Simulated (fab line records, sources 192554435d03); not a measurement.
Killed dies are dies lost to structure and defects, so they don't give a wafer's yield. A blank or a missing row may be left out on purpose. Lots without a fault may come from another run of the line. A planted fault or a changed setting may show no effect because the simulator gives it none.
Chamber matching | flow n5_finfet | N5_STI_FIN_REVEAL_ETCH_34 on rie_si-05: 4 sister chambers
The step etches Si in H2, material Si, target depth 0.97 nm. 18 wafers are shown with their chamber, then 9 later ones without.

WAFERS WITH THEIR CHAMBER
wafer  | chamber | drypump_motor_current_A (A) | oes_product_au (a.u.) | chamber_pressure_mTorr (mTorr)
L077.1 | 3       | 5.9                         | 1.021                 | 4.497
L077.4 | 0       | 5.5                         | 0.971                 | 4.500
L077.5 | 1       | 5.8                         | 1.006                 | 4.498
L081.1 | 0       | 5.5                         | 0.972                 | 4.495
L081.3 | 3       | 5.9                         | 1.016                 | 4.499
L081.4 | 1       | 5.9                         | 1.002                 | 4.493
L082.2 | 3       | 5.9                         | 1.023                 | 4.507
L082.3 | 1       | 5.9                         | 0.998                 | 4.500
L082.4 | 2       | 6.4                         | 1.002                 | 4.495
L083.1 | 3       | 5.9                         | 1.023                 | 4.499
L083.5 | 0       | 5.5                         | 0.972                 | 4.502
L083.6 | 3       | 5.9                         | 1.013                 | 4.502
L084.1 | 0       | 5.5                         | 0.992                 | 4.505
L084.5 | 3       | 5.9                         | 1.031                 | 4.492
L084.6 | 2       | 6.4                         | 1.000                 | 4.504
L085.2 | 2       | 6.4                         | 0.997                 | 4.501
L085.3 | 3       | 5.9                         | 1.028                 | 4.503
L085.4 | 1       | 5.9                         | 1.003                 | 4.508

SIGNATURES (means of the wafers above)
reading                 | chamber 0 | chamber 1 | chamber 2 | chamber 3 | scatter within a chamber
drypump_motor_current_A | 5.500     | 5.875     | 6.400     | 5.900     | 0.0231
oes_product_au          | 0.97675   | 1.00225   | 0.99967   | 1.02214   | 0.00651
chamber_pressure_mTorr  | 4.50050   | 4.49975   | 4.50000   | 4.49986   | 0.00499
Rule: a wafer's distance from a chamber is the root of the sum, over the readings, of the square of ((its reading less the chamber's mean) divided by the reading's scatter). The wafer belongs to the nearest chamber; if the next one is less than 2 further off, it can't be placed. The scatter: the root of (the sum of the squares of (reading less its chamber's mean) over the shown wafers, divided by (wafers less chambers)).

WAFERS WITHOUT THEIR CHAMBER
wafer  | drypump_motor_current_A (A) | oes_product_au (a.u.) | chamber_pressure_mTorr (mTorr)
L089.2 | 6.3                         | 0.992                 | 4.500
L089.5 | 5.9                         | 1.022                 | 4.496
L089.6 | 6.4                         | 1.013                 | 4.498
L094.2 | 5.9                         | 1.001                 | 4.495
L094.4 | 6.4                         | 1.010                 | 4.497
L094.5 | 5.5                         | 0.983                 | 4.495
L095.4 | 6.4                         | 1.004                 | 4.497
L095.5 | 5.9                         | 1.029                 | 4.505
L095.6 | 5.4                         | 0.988                 | 4.503

WHICH CHAMBER EACH WENT THROUGH
wafer  | from the rows above     | in truth
L089.2 | 2                       | 2
L089.5 | 3                       | 3
L089.6 | 2                       | 2
L094.2 | can't be placed: 1 or 3 | 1
L094.4 | 2                       | 2
L094.5 | 0                       | 0
L095.4 | 2                       | 2
L095.5 | 3                       | 3
L095.6 | 0                       | 0
Placed correctly: 8 of 9. Can't be placed from these rows: 1 (the true chamber is among the candidates in 1). Placed wrongly: 0.
